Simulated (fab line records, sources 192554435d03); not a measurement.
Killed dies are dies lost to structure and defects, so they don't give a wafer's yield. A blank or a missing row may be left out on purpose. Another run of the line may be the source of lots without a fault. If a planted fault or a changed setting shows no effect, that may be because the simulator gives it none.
Split-lot study | flow n5Finfet | route with 1938 steps; 7 lots, 21 wafers read

ABOUT THE SPLIT
At N5_BEOL_M0_CUTY_EXPOSE_54 (exposes mask M0 ABLK), the setting doseMj was moved away from the recipe's 36 on 11 of the 21 wafers read, by -4.0% to +7.1%. The other wafers ran this setting at the recipe's value.

FROM THE SPLIT TO THE READING: what the file shows between them, 2 steps
- N5_BEOL_M0_CUTY_PEB_55: peb time 60 s
- N5_BEOL_M0_CUTY_DEVELOP_56: develop time 30 s

THE READING
Shown in nm: cdNm at N5_BEOL_M0_CUTY_CD_MEAS_57, with target cd 200 nm. Fault-free wafers of this fab line usually give 199.9 nm, standard deviation 0.97 nm.

wafer  | tool, chamber at the split | doseMj as run | against the recipe | cdNm, nm | against lot-mates on the recipe
L077.1 | arfiScanner-01, 0          | 34.55         | -4.0%              | 202.5    | +2.8
L077.2 | arfiScanner-01, 0          | 36            | recipe             | 199.7    | -
L077.5 | arfiScanner-01, 0          | 34.55         | -4.0%              | 203.1    | +3.4
L078.1 | arfiScanner-02, 0          | 36            | recipe             | 201.2    | -
L078.4 | arfiScanner-02, 0          | 34.72         | -3.6%              | 202.9    | +1.7
L078.6 | arfiScanner-02, 0          | 34.72         | -3.6%              | 203.1    | +1.9
L086.2 | arfiScanner-02, 0          | 36            | recipe             | 200.9    | -
L086.4 | arfiScanner-02, 0          | 36            | recipe             | 201.1    | -
L086.5 | arfiScanner-02, 0          | 36            | recipe             | 200.2    | -
L087.2 | arfiScanner-01, 0          | 36            | recipe             | 199.7    | -
L087.3 | arfiScanner-01, 0          | 36            | recipe             | 199.5    | -
L087.5 | arfiScanner-01, 0          | 38.56         | +7.1%              | 193.0    | -6.6
L093.1 | arfiScanner-02, 0          | 36.84         | +2.3%              | 199.8    | -0.8
L093.2 | arfiScanner-02, 0          | 36            | recipe             | 200.6    | -
L093.6 | arfiScanner-02, 0          | 36.84         | +2.3%              | 199.4    | -1.2
L094.3 | arfiScanner-02, 0          | 35.17         | -2.3%              | 200.6    | +0.3
L094.4 | arfiScanner-02, 0          | 35.17         | -2.3%              | 200.9    | +0.6
L094.5 | arfiScanner-02, 0          | 36            | recipe             | 200.3    | -
L097.3 | arfiScanner-02, 0          | 36.8          | +2.2%              | 197.1    | -1.2
L097.4 | arfiScanner-02, 0          | 36.8          | +2.2%              | 199.1    | +0.8
L097.6 | arfiScanner-02, 0          | 36            | recipe             | 198.3    | -

FIT RESULTS
A straight line over all 21 wafers: cdNm changes by -0.769 nm for each +1% of doseMj; r = -0.90; the points scatter about the line by 0.98 nm.
The same after taking each lot's own level away (the mean of its wafers on the recipe; 21 wafers): -0.662 nm for each +1%; r = -0.90; scatter 0.84 nm.
The reading moves by 4.7 nm for the largest change in doseMj, on that fit.
Measured against the standard deviation above, the lots' own levels, which go from 198.30 to 201.20 nm, span 3.0 times it.
So the slope is not independent of the lot-to-lot level: the two fits are not the same.
Check: for one of the wafers moved furthest among these (+7.1%), held out of the fit, the line's prediction against its lot-mates is -3.34 nm. Against them it came out at -6.6 nm.

OTHER SPLITS ON THESE WAFERS
These wafers also went through other splits before the reading. Each is held against what the fit with the lots' levels taken away leaves over:
other split on the same wafers         | wafers away from the commonest value | r with cdNm (lot level and that fit taken away)
N5_GATE_CUT_COAT_35 spinRpm            | 11                                   | +0.13
N5_MOL_CONTACT_COAG_COAT_76 spinRpm    | 8                                    | +0.14
N5_MOL_CONTACT_COAG_CVD_140 targetThkA | 4                                    | +0.01
N5_BEOL_M0_SAQP_PECVD_04 timeS         | 5                                    | +0.05

THE FILE'S OWN FIT
cdNm changes by -0.736 nm for each +1% of doseMj, r = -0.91.
